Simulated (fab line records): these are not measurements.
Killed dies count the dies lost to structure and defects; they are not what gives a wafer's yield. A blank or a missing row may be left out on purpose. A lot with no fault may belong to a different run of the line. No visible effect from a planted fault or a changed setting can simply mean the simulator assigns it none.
The tool behind it: which one? ; flow n5Finfet ; 24 lots, 72 wafers sampled, at 4 steps of a route of 1938

WHAT THE GAUGES READ, wafer by wafer
N5_FIN_CUT_OVL_MEAS_09. Usual: FIN_CUT_OVL -0.2 nm, standard deviation 0.66.
lot;measured;on;FIN_CUT_OVL (nm);flag
L074;day 2 02:58;overlay-02;0.4 -0.4 -0.6;
L075;day 2 11:12;overlay-01;-0.7 0.1 0.4;
L076;day 2 15:08;overlay-01;-0.7 -0.6 -0.5;
L077;day 2 21:11;overlay-02;0.1 0.8 -0.5;
L078;day 3 02:31;overlay-01;-0.9 -0.5 -1.2;
L079;day 3 08:53;overlay-02;0.4 -0.9 -0.4;
L080;day 3 15:15;overlay-02;0.9 1.2 1.3;
L081;day 3 21:15;overlay-01;-0.1 -0.1 0.0;
L082;day 4 02:51;overlay-02;-1.1 -0.7 -1.1;
L083;day 4 08:49;overlay-01;-1.3 -0.3 -1.0;
L084;day 4 16:38;overlay-02;-1.5 -0.3 0.5;
L085;day 4 22:18;overlay-01;-0.7 -0.4 -0.4;
L086;day 5 05:12;overlay-02;0.4 0.8 0.0;
L087;day 5 09:25;overlay-02;-0.7 -0.4 -0.3;
L088;day 5 15:16;overlay-01;1.2 0.4 -0.5;
L089;day 5 20:07;overlay-02;0.3 -0.5 -0.5;
L090;day 6 03:50;overlay-02;0.9 0.1 -0.1;
L091;day 6 09:22;overlay-02;-0.2 0.3 -0.4;
L092;day 6 14:56;overlay-02;-0.8 -0.8 -1.2;
L093;day 6 19:56;overlay-02;0.2 0.4 -0.3;
L094;day 7 02:25;overlay-02;-0.8 -0.3 -1.1;
L095;day 7 08:25;overlay-02;-0.1 -0.3 0.5;
L096;day 7 14:46;overlay-01;-0.1 0.2 0.2;
L097;day 7 21:35;overlay-02;0.3 -0.1 -1.0;

WHAT TOOL EACH LOT RAN ON (gives the tool, then ch and the chambers of the sampled wafers, and finally the start)
lot;N5_WELL_APT_DESCUM_13;N5_FIN_SAQP_HM_DEP_03;N5_FIN_SAQP_SPACER2_ALD_28
L074;rieDiel-03 ch 1,2, day 1 13:50;pecvd-04 ch 0,1, day 1 20:44;aldSin-04 ch 0,1,3, day 2 01:31
L075;rieDiel-06 ch 0,3, day 1 20:37;pecvd-02 ch 0,1,2, day 2 04:15;aldSin-04 ch 0,2,3, day 2 09:37
L076;rieDiel-02 ch 0,1,3, day 2 01:50;pecvd-03 ch 0,1, day 2 08:56;aldSin-03 ch 0,1,3, day 2 13:19
L077;rieDiel-06 ch 1,3, day 2 08:05;pecvd-02 ch 0,1,2, day 2 15:18;aldSin-04 ch 0,1,2, day 2 19:41
L078;rieDiel-06 ch 2,3, day 2 14:19;pecvd-03 ch 0,1, day 2 21:02;aldSin-04 ch 2,3, day 3 00:57
L079;rieDiel-06 ch 1,2,3, day 2 19:46;pecvd-03 ch 0,1,2, day 3 02:50;aldSin-04 ch 0,2,3, day 3 07:19
L080;rieDiel-03 ch 0,2, day 3 01:55;pecvd-02 ch 0,2, day 3 09:41;aldSin-03 ch 0,1,3, day 3 13:49
L081;rieDiel-03 ch 0,3, day 3 08:00;pecvd-02 ch 0,1, day 3 14:48;aldSin-04 ch 0,1, day 3 19:44
L082;rieDiel-06 ch 0,1, day 3 14:02;pecvd-03 ch 0,2, day 3 20:58;aldSin-04 ch 0,1,3, day 4 01:16
L083;rieDiel-02 ch 0,3, day 3 20:11;pecvd-03 ch 0,1,2, day 4 03:14;aldSin-02 ch 0,1,2, day 4 07:14
L084;rieDiel-06 ch 0,1, day 4 02:02;pecvd-02 ch 1,2, day 4 09:13;aldSin-03 ch 1,3, day 4 15:04
L085;rieDiel-02 ch 1,3, day 4 07:46;pecvd-02 ch 0,1,2, day 4 14:37;aldSin-04 ch 0,2,3, day 4 20:40
L086;rieDiel-06 ch 1,2,3, day 4 14:23;pecvd-04 ch 0,1,2, day 4 21:28;aldSin-04 ch 0,1, day 5 03:32
L087;rieDiel-02 ch 1,3, day 4 20:12;pecvd-02 ch 0,2, day 5 03:16;aldSin-04 ch 1,2, day 5 07:53
L088;rieDiel-06 ch 0,1,2, day 5 01:41;pecvd-04 ch 0,2, day 5 08:43;aldSin-02 ch 1,2,3, day 5 13:41
L089;rieDiel-06 ch 0,1,2, day 5 07:52;pecvd-03 ch 0,1, day 5 14:31;aldSin-04 ch 0,1,2, day 5 18:40
L090;rieDiel-06 ch 0,2, day 5 13:53;pecvd-03 ch 0,1,2, day 5 21:32;aldSin-02 ch 0,1,2, day 6 02:16
L091;rieDiel-03 ch 0,3, day 5 20:01;pecvd-02 ch 0,1, day 6 03:18;aldSin-04 ch 0,2,3, day 6 07:48
L092;rieDiel-03 ch 0,2,3, day 6 02:11;pecvd-03 ch 0,1,2, day 6 09:16;aldSin-02 ch 1,2,3, day 6 13:20
L093;rieDiel-02 ch 0,3, day 6 07:39;pecvd-03 ch 0,1, day 6 14:34;aldSin-03 ch 1,2,3, day 6 18:28
L094;rieDiel-02 ch 0,3, day 6 13:53;pecvd-03 ch 1,2, day 6 20:44;aldSin-04 ch 1,2, day 7 00:55
L095;rieDiel-02 ch 2,3, day 6 19:43;pecvd-02 ch 0,1,2, day 7 02:37;aldSin-03 ch 2,3, day 7 06:50
L096;rieDiel-06 ch 0,1, day 7 01:47;pecvd-02 ch 1,2, day 7 08:37;aldSin-02 ch 0,2,3, day 7 13:12
L097;rieDiel-03 ch 0,1,3, day 7 08:13;pecvd-02 ch 1,2, day 7 15:49;aldSin-03 ch 0,2,3, day 7 19:57
- N5_WELL_APT_DESCUM_13: chemistry O2, time 7.9 s.
- N5_FIN_SAQP_HM_DEP_03: deposits SiNx from SiH4/NH3/N2, target thk 38 nm, time 33.6 s.
- N5_FIN_SAQP_SPACER2_ALD_28: deposits SiO2, target thk 8.1 nm, pulse time 1 s, purge time 2 s.

WHAT THE TOOLS THEMSELVES READ (means of the sampled wafers that have a number; where no wafer has one, the mark that the record gives instead)
N5_WELL_APT_DESCUM_13. Usual: drypumpMotorCurrentA 5.7 A, standard deviation 0.43; oesProductAu 0.83 a.u., standard deviation 0.099; rfVppV 243.7 V, standard deviation 1.5; showerheadPlenumPTorr 2.12 Torr, standard deviation 0.073; throttleValvePct 20.34 %, standard deviation 0.26.
lot;tool;drypumpMotorCurrentA (A);oesProductAu (a.u.);rfVppV (V);showerheadPlenumPTorr (Torr);throttleValvePct (%);flag
L074;rieDiel-03;5.5;0.71;242.8;1.98;20.82;
L075;rieDiel-06;6.1;0.76;242.7;2.06;20.18;
L076;rieDiel-02;5.7;0.78;243.5;2.12;20.37;
L077;rieDiel-06;5.9;0.88;244.7;2.15;20.15;
L078;rieDiel-06;5.3;0.76;243.6;2.16;20.22;
L079;rieDiel-06;5.7;0.81;243.8;2.13;20.25;
L080;rieDiel-03;5.9;0.83;242.6;2.06;20.65;
L081;rieDiel-03;5.8;0.94;244.8;2.14;20.33;
L082;rieDiel-06;6.1;0.87;244.0;2.12;20.31;
L083;rieDiel-02;5.4;0.81;243.3;2.11;20.33;
L084;rieDiel-06;6.1;0.89;244.7;2.18;20.19;
L085;rieDiel-02;5.2;0.81;244.0;2.14;20.13;
L086;rieDiel-06;5.7;0.89;244.5;2.13;20.13;
L087;rieDiel-02;5.2;0.81;244.7;2.14;20.14;
L088;rieDiel-06;5.8;0.89;242.8;2.14;20.14;
L089;rieDiel-06;5.8;0.88;244.0;2.14;20.15;
L090;rieDiel-06;5.4;0.93;244.3;2.17;19.96;
L091;rieDiel-03;5.9;0.86;244.0;2.11;20.49;
L092;rieDiel-03;5.8;0.88;244.2;2.15;20.47;
L093;rieDiel-02;5.9;0.95;243.3;2.08;20.40;
L094;rieDiel-02;5.9;0.94;242.4;2.07;20.39;
L095;rieDiel-02;5.1;0.78;243.7;2.11;20.27;
L096;rieDiel-06;6.1;0.84;244.3;2.17;20.24;
L097;rieDiel-03;5.8;0.88;243.2;2.17;20.44;

N5_FIN_SAQP_HM_DEP_03. Usual: heaterPowerW 711 W, standard deviation 81; showerheadPlenumPTorr 5.15 Torr, standard deviation 0.067; throttleValvePct 40.3 %, standard deviation 1.7.
lot;tool;heaterPowerW (W);showerheadPlenumPTorr (Torr);throttleValvePct (%);flag
L074;pecvd-04;722;5.08;39.3;
L075;pecvd-02;656;5.14;40.5;
L076;pecvd-03;793;5.15;41.0;
L077;pecvd-02;713;5.14;40.6;
L078;pecvd-03;801;5.13;41.3;
L079;pecvd-03;752;5.18;39.8;
L080;pecvd-02;660;5.10;40.7;
L081;pecvd-02;636;5.09;41.7;
L082;pecvd-03;719;5.16;40.1;
L083;pecvd-03;767;5.17;39.8;
L084;pecvd-02;668;5.20;39.8;
L085;pecvd-02;642;5.15;40.8;
L086;pecvd-04;725;5.13;40.0;
L087;pecvd-02;735;5.11;41.0;
L088;pecvd-04;612;5.15;40.0;
L089;pecvd-03;848;5.16;40.9;
L090;pecvd-03;749;5.18;39.8;
L091;pecvd-02;615;5.12;41.8;
L092;pecvd-03;828;5.18;39.8;
L093;pecvd-03;771;5.15;41.2;
L094;pecvd-03;775;5.22;38.3;
L095;pecvd-02;668;5.13;41.0;
L096;pecvd-02;717;5.18;41.0;
L097;pecvd-02;666;5.18;41.0;

N5_FIN_SAQP_SPACER2_ALD_28. Usual: heaterPowerW 457 W, standard deviation 42; precursorPulseHeightRel 1.002, standard deviation 0.017.
lot;tool;heaterPowerW (W);precursorPulseHeightRel;flag
L074;aldSin-04;427;1.005;
L075;aldSin-04;447;1.017;
L076;aldSin-03;479;0.995;
L077;aldSin-04;462;0.999;
L078;aldSin-04;459;1.001;
L079;aldSin-04;448;1.005;
L080;aldSin-03;467;1.018;
L081;aldSin-04;452;1.013;
L082;aldSin-04;435;1.004;
L083;aldSin-02;502;0.994;
L084;aldSin-03;449;1.001;
L085;aldSin-04;452;0.989;
L086;aldSin-04;460;1.015;
L087;aldSin-04;479;0.998;
L088;aldSin-02;480;0.994;
L089;aldSin-04;468;0.997;
L090;aldSin-02;501;1.008;
L091;aldSin-04;442;1.002;
L092;aldSin-02;481;0.987;
L093;aldSin-03;431;0.986;
L094;aldSin-04;463;1.005;
L095;aldSin-03;415;1.003;
L096;aldSin-02;507;1.000;
L097;aldSin-03;449;1.019;

THE ANSWER, worked out from the rows above alone
Rule: a lot is off if the mean of its wafers that have a number lies more than 3 standard deviations from the usual mean. A lot without any number at a reading at which 4 lots or more have one is off too. Where the step has rows for the other lots, those lots are counted as sound. After the gauges, taken in route order, come the tools' own readings; for these a lot's mean is taken, as printed above. The first step at which some lot is off is used, and at that step the reading that is off furthest; a lot without a number counts as furthest.
No lot is off on any of the readings shown, so nothing can be concluded from this.

WHAT THE SIMULATOR HAD INSERTED
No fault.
